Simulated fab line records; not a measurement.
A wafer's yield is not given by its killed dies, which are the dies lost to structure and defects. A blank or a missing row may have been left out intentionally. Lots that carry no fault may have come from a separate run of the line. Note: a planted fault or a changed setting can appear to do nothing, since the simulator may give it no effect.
Struck lot and sound lot, side by side | flow n5-finfet | 15 out of 1938 route steps
Sound: wafers L230.4, L230.5, L230.6. Struck: wafers L219.1, L219.5 (left out: L219.4, a lot-mate that was not struck); the cause follows at the end.
Per side, at each step with rows, come the tool, then ch with its chambers, and then its first start. Under that, the readings that differ: sound wafers | struck wafers | difference of the means | sigmas: that difference in standard deviations of wafers without a fault.
alike: a reading whose means differ by less than 2 such deviations, as well as words and numbers matching on both sides. not compared: withheld readings; readings where some wafer has no value; bounds like >300 that might hide an equal value; numbers whose values overlap and for which the record gives no deviation.
The two part at a step that has a row with sigmas, a row that says differs or no value, or rows on one side only. When numbers do not overlap yet have no deviation, they are printed without sigmas and do not part them. Lack of a reading on every wafer of one side parts them only where that side has two or more wafers.

N5_FIN_CUT_INSPECT_10: inspects for defects (brightfield).
  sound: defect-inspect-02 at day 7 14:49; struck: defect-inspect-01 at day 4 23:25
  alike: raw-defect-count
then, 1 step without rows for these wafers: N5_FIN_CUT_DESCUM_13 (chemistry O2, time 7 s).
N5_FIN_CUT_ETCH_30: etches underlayer in N2/H2, target depth 13 nm, time 10.4 s.
  sound on rie-diel-02 ch 0,1,3, day 7 14:53; struck on rie-diel-05 ch 3, day 4 23:29
  alike: drypump-motor-current-A, etch-rf-on-time-s, oes-product-au, rf-fwd-power-W, rf-vpp-V, showerhead-plenum-p-Torr, throttle-valve-pct
  not compared: rf-hours-counter-h
then, 4 steps without rows for these wafers: N5_FIN_CUT_ETCH_20 (etches SiARC in CF4, target depth 26 nm, time 43.3 s); N5_FIN_CUT_ETCH_21 (etches SOC in N2/H2, target depth 219 nm, overetch 43.8 nm, time 523.5 s); N5_FIN_CUT_STRIP_23 (strips in N2/H2); N5_FIN_CUT_STRIP_31 (strips in N2/H2).
N5_FIN_CUT_STRIP_24: strips in CF4.
  sound on rie-diel-02 ch 0,1,3, day 7 15:17; struck on rie-diel-05 ch 3, day 4 23:52
  reading                | sound             | struck      | difference | sigmas
  throttle-valve-pct (%) | 14.10 13.80 13.97 | 13.36 13.37 | -0.59      | -2
  alike: drypump-motor-current-A, oes-product-au, rf-fwd-power-W, rf-vpp-V, showerhead-plenum-p-Torr
  not compared: rf-hours-counter-h
then, 1 step without rows for these wafers: N5_FIN_CUT_CUT_ETCH_26 (etches SiNx in CH3F/O2, target depth 39 nm, time 55.7 s).
N5_FIN_CUT_CUT_ETCH_27: etches SiO2 in CHF3/O2, target depth 4 nm, overetch 2 nm, time 4.9 s.
  sound on rie-diel-02 ch 0,1,3, day 7 15:21; struck on rie-diel-05 ch 3, day 4 23:56
  alike: drypump-motor-current-A, mfc-ar-sccm, oes-product-au, rf-fwd-power-W, rf-vpp-V, showerhead-plenum-p-Torr, throttle-valve-pct
  not compared: rf-hours-counter-h
N5_FIN_CUT_PRECLEAN_35: cleans in vHF, time 13.3 s.
  sound on vapor-etch-02 ch 0,1, day 7 15:25; struck on vapor-etch-01 ch 0,1, day 5 00:01
  alike: drypump-motor-current-A, foreline-p-Torr, pressure-torr
then, 1 step without rows for these wafers: N5_FIN_CUT_CUT_ETCH_15 (etches Si in HBr/Cl2/O2, target depth 100 nm, bt time 10 s, time 42.4 s).
N5_FIN_CUT_CUT_ETCH_28: etches Si in HBr/Cl2/O2, target depth 6 nm, time 2.4 s.
  sound on rie-si-04 ch 1,2, day 7 15:32; struck on rie-si-06 ch 2,3, day 5 00:08
  reading                  | sound            | struck     | difference | sigmas
  model.etch.depth-nm (nm) | 5.963 5.999 6.03 | 7.75 7.726 | +1.74      |
  alike: drypump-motor-current-A, he-backside-leak-sccm, oes-product-au, throttle-valve-pct
  not compared: rf-fwd-power-W, rf-hours-counter-h
N5_FIN_CUT_STRIP_22: strips in N2/H2.
  sound on rie-diel-02 ch 0,1,3, day 7 15:37; struck on rie-diel-05 ch 0, day 5 00:13
  alike: drypump-motor-current-A, oes-product-au, rf-vpp-V, showerhead-plenum-p-Torr, throttle-valve-pct
  not compared: rf-hours-counter-h
-- the record jumps here: 6 days lie between the struck wafers' starts before and after (it left off in module FIN_CUT and takes up again in module BEOL_M4, whose first step shown is number 1111 of the route) --
N5_BEOL_M4_RC_MEAS_101:
  sound on prober-02 ch 0, day 13 16:05; struck on prober-01 ch 0, day 11 00:08
  alike: DIBL_N, DIBL_P, IOFF_N, IOFF_P, ION_N, ION_P, SS_N, SS_P, VT_N, VT_P

== WHERE THEY PART ==
Within this record, at N5_FIN_CUT_STRIP_24 only. Later steps at which nothing parts them and some readings are alike: N5_FIN_CUT_CUT_ETCH_27, N5_FIN_CUT_PRECLEAN_35, N5_FIN_CUT_CUT_ETCH_28, N5_FIN_CUT_STRIP_22, N5_BEOL_M4_RC_MEAS_101.

WHY: the cause the simulator had injected
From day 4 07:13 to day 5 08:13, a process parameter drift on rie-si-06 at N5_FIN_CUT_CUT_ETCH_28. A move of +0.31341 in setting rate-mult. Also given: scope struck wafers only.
